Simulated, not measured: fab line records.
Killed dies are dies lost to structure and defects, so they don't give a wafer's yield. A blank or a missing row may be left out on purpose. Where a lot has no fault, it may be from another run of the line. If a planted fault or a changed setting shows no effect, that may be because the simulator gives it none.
The tool behind it: which one? | flow nandHarc | 72 wafers from 24 lots sampled at 4 of the route's 1302 steps

WHAT THE GAUGES SHOWED, per wafer
NHARC_A_ONON_D2_THK_MEAS_05: measures by ellipsometry.
lot  | measured     | on           | thkNm (nm)
L075 | day 11 05:53 | filmMetro-02 | 988 989 988
L074 | day 11 20:13 | filmMetro-01 | 991 989 989
L077 | day 12 10:51 | filmMetro-01 | 996 997 997
L076 | day 12 15:25 | filmMetro-02 | 1006 1006 1005
L078 | day 13 15:34 | filmMetro-02 | 1013 1012 1012
L079 | day 13 20:43 | filmMetro-02 | 1017 1018 1020
L080 | day 13 20:43 | filmMetro-01 | 1015 1015 1016
L081 | day 14 15:26 | filmMetro-01 | 990 987 989
L082 | day 14 15:28 | filmMetro-02 | 976 974 975
L083 | day 15 06:37 | filmMetro-02 | 995 996 994
L084 | day 15 13:35 | filmMetro-02 | 1003 1004 1002
L085 | day 16 01:28 | filmMetro-01 | 1017 1016 1017
L086 | day 16 01:28 | filmMetro-01 | 1009 1009 1007
L087 | day 16 13:01 | filmMetro-02 | 998 999 998
L089 | day 17 06:51 | filmMetro-01 | 1002 1001 1001
L088 | day 17 06:52 | filmMetro-02 | 1014 1016 1016
L090 | day 18 05:04 | filmMetro-02 | 992 990 992
L091 | day 18 14:32 | filmMetro-01 | 999 997 1000
L093 | day 19 03:40 | filmMetro-01 | 998 999 999
L092 | day 19 04:01 | filmMetro-01 | 991 991 990
L094 | day 19 22:23 | filmMetro-02 | 993 991 993
L095 | day 20 05:13 | filmMetro-02 | 995 994 996
L096 | day 20 11:14 | filmMetro-01 | 988 987 989
L097 | day 20 17:04 | filmMetro-02 | 1012 1013 1013

NHARC_A_CHANNEL_FILL_D2_INSPECT_13.
lot  | measured     | on               | rawDefectCount
L075 | day 14 05:56 | defectInspect-01 | 397 439 450
L074 | day 14 21:11 | defectInspect-02 | 317 202 430
L077 | day 15 10:50 | defectInspect-02 | 377 371 354
L076 | day 15 10:50 | defectInspect-01 | 238 223 284
L078 | day 16 17:41 | defectInspect-01 | 435 344 379
L079 | day 16 17:41 | defectInspect-02 | 238 603 312
L080 | day 16 23:34 | defectInspect-02 | 447 383 586
L081 | day 17 21:58 | defectInspect-02 | 353 262 341
L082 | day 17 21:57 | defectInspect-01 | 205 254 317
L083 | day 18 14:34 | defectInspect-02 | 264 456 306
L084 | day 18 21:04 | defectInspect-01 | 253 448 306
L085 | day 19 03:34 | defectInspect-02 | 233 554 274
L086 | day 19 03:41 | defectInspect-02 | 228 218 212
L087 | day 19 14:23 | defectInspect-01 | 288 288 534
L089 | day 20 09:43 | defectInspect-02 | 346 354 519
L088 | day 20 09:44 | defectInspect-01 | 228 242 385
L090 | day 21 05:50 | defectInspect-01 | 315 311 189
L091 | day 21 13:58 | defectInspect-02 | 257 257 266
L093 | day 22 01:58 | defectInspect-02 | 364 459 614
L092 | day 22 01:58 | defectInspect-01 | 236 232 278
L094 | day 23 01:37 | defectInspect-01 | 350 400 426
L095 | day 23 08:44 | defectInspect-02 | 364 330 276
L096 | day 23 20:20 | defectInspect-01 | 229 149 214
L097 | day 23 20:20 | defectInspect-02 | 452 647 525

WHICH TOOL RAN EACH LOT (tool, then ch and the chambers of the sampled wafers, then the start)
lot  | NHARC_A_CHANNEL_HOLE_D2_ETCH_16              | NHARC_A_CHANNEL_FILL_D2_ALD_03
L075 | rieDiel-10 ch 0,1,3, day 14 05:56 or earlier | aldSinBatch-01 ch 0, day 14 05:56 or earlier
L074 | rieDiel-10 ch 1,2,3, day 14 21:11 or earlier | aldSinBatch-03 ch 0, day 14 21:11 or earlier
L077 | rieDiel-11 ch 0,1,3, day 15 10:50 or earlier | aldSinBatch-01 ch 0, day 15 10:50 or earlier
L076 | rieDiel-12 ch 0,3, day 15 10:50 or earlier   | aldSinBatch-02 ch 0, day 15 10:50 or earlier
L078 | rieDiel-10 ch 2,3, day 16 17:41 or earlier   | aldSinBatch-03 ch 0, day 16 17:41 or earlier
L079 | rieDiel-12 ch 0,3, day 16 17:41 or earlier   | aldSinBatch-03 ch 0, day 16 17:41 or earlier
L080 | rieDiel-11 ch 0,3, day 16 23:34 or earlier   | aldSinBatch-02 ch 0, day 16 23:34 or earlier
L081 | rieDiel-11 ch 0,3, day 17 21:58 or earlier   | aldSinBatch-01 ch 0, day 17 21:58 or earlier
L082 | rieDiel-10 ch 0,1,3, day 17 21:57 or earlier | aldSinBatch-01 ch 0, day 17 21:57 or earlier
L083 | rieDiel-11 ch 1,2,3, day 18 14:34 or earlier | aldSinBatch-01 ch 0, day 18 14:34 or earlier
L084 | rieDiel-11 ch 1,2,3, day 18 21:04 or earlier | aldSinBatch-03 ch 0, day 18 21:04 or earlier
L085 | rieDiel-11 ch 0,1,3, day 19 03:34 or earlier | aldSinBatch-03 ch 0, day 19 03:34 or earlier
L086 | rieDiel-12 ch 1,2, day 19 03:41 or earlier   | aldSinBatch-03 ch 0, day 19 03:41 or earlier
L087 | rieDiel-10 ch 0,1,3, day 19 14:23 or earlier | aldSinBatch-03 ch 0, day 19 14:23 or earlier
L089 | rieDiel-10 ch 1,3, day 20 09:43 or earlier   | aldSinBatch-03 ch 0, day 20 09:43 or earlier
L088 | rieDiel-12 ch 0,2, day 20 09:44 or earlier   | aldSinBatch-01 ch 0, day 20 09:44 or earlier
L090 | rieDiel-11 ch 0,2, day 21 05:50 or earlier   | aldSinBatch-02 ch 0, day 21 05:50 or earlier
L091 | rieDiel-12 ch 1,2, day 21 13:58 or earlier   | aldSinBatch-01 ch 0, day 21 13:58 or earlier
L093 | rieDiel-12 ch 0,2,3, day 22 01:58 or earlier | aldSinBatch-01 ch 0, day 22 01:58 or earlier
L092 | rieDiel-11 ch 1,3, day 22 01:58 or earlier   | aldSinBatch-01 ch 0, day 22 01:58 or earlier
L094 | rieDiel-10 ch 0,1,2, day 23 01:37 or earlier | aldSinBatch-03 ch 0, day 23 01:37 or earlier
L095 | rieDiel-10 ch 0,1,3, day 23 08:44 or earlier | aldSinBatch-03 ch 0, day 23 08:44 or earlier
L096 | rieDiel-12 ch 0,2,3, day 23 20:20 or earlier | aldSinBatch-02 ch 0, day 23 20:20 or earlier
L097 | rieDiel-10 ch 0,3, day 23 20:20 or earlier   | aldSinBatch-02 ch 0, day 23 20:20 or earlier
- NHARC_A_CHANNEL_HOLE_D2_ETCH_16: etches the open film in O2/COS, target depth 3100 nm, time 806 s.
- NHARC_A_CHANNEL_FILL_D2_ALD_03: deposits SiNx, target thk 6 nm, pulse time 60 s, ald cycles 58.

WHAT THE TOOLS THEMSELVES READ (means of the sampled wafers that have a number; where no wafer has one, the mark that the record gives instead)
NHARC_A_CHANNEL_HOLE_D2_ETCH_16.
lot  | tool       | drypumpMotorCurrentA (A) | oesProductAu (a.u.) | rfVppV (V) | showerheadPlenumPTorr (Torr) | throttleValvePct (%)
L075 | rieDiel-10 | 5.7                      | 1.003               | 316.0      | 3.24                         | 28.331
L074 | rieDiel-10 | 5.6                      | 0.998               | 314.2      | 3.14                         | 28.332
L077 | rieDiel-11 | 5.7                      | 1.006               | 315.6      | 3.21                         | 28.328
L076 | rieDiel-12 | 6.5                      | 0.987               | 314.6      | 3.12                         | 28.326
L078 | rieDiel-10 | 5.8                      | 0.997               | 314.6      | 3.22                         | 28.320
L079 | rieDiel-12 | 6.4                      | 1.004               | 314.9      | 3.12                         | 28.329
L080 | rieDiel-11 | 5.6                      | 1.006               | 314.8      | 3.24                         | 28.327
L081 | rieDiel-11 | 5.4                      | 0.996               | 315.7      | 3.29                         | 28.334
L082 | rieDiel-10 | 5.7                      | 0.994               | 315.6      | 3.23                         | 28.333
L083 | rieDiel-11 | 5.7                      | 1.000               | 315.0      | 3.22                         | 28.334
L084 | rieDiel-11 | 5.7                      | 1.007               | 316.3      | 3.21                         | 28.332
L085 | rieDiel-11 | 5.7                      | 1.010               | 315.2      | 3.21                         | 28.325
L086 | rieDiel-12 | 5.8                      | 0.991               | 314.2      | 3.14                         | 28.333
L087 | rieDiel-10 | 5.7                      | 0.998               | 315.2      | 3.23                         | 28.331
L089 | rieDiel-10 | 5.2                      | 1.005               | 315.5      | 3.18                         | 28.329
L088 | rieDiel-12 | 6.1                      | 0.995               | 314.4      | 3.14                         | 28.326
L090 | rieDiel-11 | 5.7                      | 1.007               | 315.0      | 3.18                         | 28.335
L091 | rieDiel-12 | 5.7                      | 1.001               | 313.1      | 3.09                         | 28.332
L093 | rieDiel-12 | 6.3                      | 0.997               | 314.8      | 3.13                         | 28.334
L092 | rieDiel-11 | 5.5                      | 1.003               | 315.4      | 3.26                         | 28.325
L094 | rieDiel-10 | 5.7                      | 1.002               | 314.1      | 3.12                         | 28.322
L095 | rieDiel-10 | 5.7                      | 1.000               | 316.3      | 3.23                         | 28.338
L096 | rieDiel-12 | 6.2                      | 1.006               | 314.7      | 3.13                         | 28.324
L097 | rieDiel-10 | 6.0                      | 1.002               | 316.2      | 3.29                         | 28.332

NHARC_A_CHANNEL_FILL_D2_ALD_03.
lot  | tool           | precursorPulseHeightRel
L075 | aldSinBatch-01 | 0.978
L074 | aldSinBatch-03 | 0.994
L077 | aldSinBatch-01 | 1.009
L076 | aldSinBatch-02 | 0.987
L078 | aldSinBatch-03 | 1.010
L079 | aldSinBatch-03 | 0.967
L080 | aldSinBatch-02 | 1.018
L081 | aldSinBatch-01 | 1.008
L082 | aldSinBatch-01 | 0.999
L083 | aldSinBatch-01 | 0.989
L084 | aldSinBatch-03 | 0.988
L085 | aldSinBatch-03 | 0.989
L086 | aldSinBatch-03 | 1.003
L087 | aldSinBatch-03 | 1.001
L089 | aldSinBatch-03 | 1.005
L088 | aldSinBatch-01 | 0.996
L090 | aldSinBatch-02 | 1.022
L091 | aldSinBatch-01 | 1.000
L093 | aldSinBatch-01 | 0.993
L092 | aldSinBatch-01 | 0.983
L094 | aldSinBatch-03 | 1.002
L095 | aldSinBatch-03 | 0.993
L096 | aldSinBatch-02 | 0.998
L097 | aldSinBatch-02 | 1.014

THE ANSWER, worked out from the rows above alone
Rule: the usual values come from the lots themselves. Put in order of their means at a reading, lots are off if they are a third of the lots or fewer, leave a main group of 4 or more, and stand apart from it by a gap of 3 or more times the standard deviation of the main group's means; of several such gaps the widest counts. A main group is skipped when, at the precision printed for the reading in the tables above, its means are all equal. Also off: a lot with no number at a reading for which 4 or more lots have one. Where the step has rows for the other lots, those lots are counted as sound. First the gauges in route order, then the tools' own readings, where a lot's mean is used as printed above. The first step at which some lot is off is used, and at that step the reading that is off furthest; a lot without a number counts as furthest.
No lot is off on any of the readings shown, so nothing can be concluded from this.

WHAT HAD BEEN PUT IN BY THE SIMULATOR
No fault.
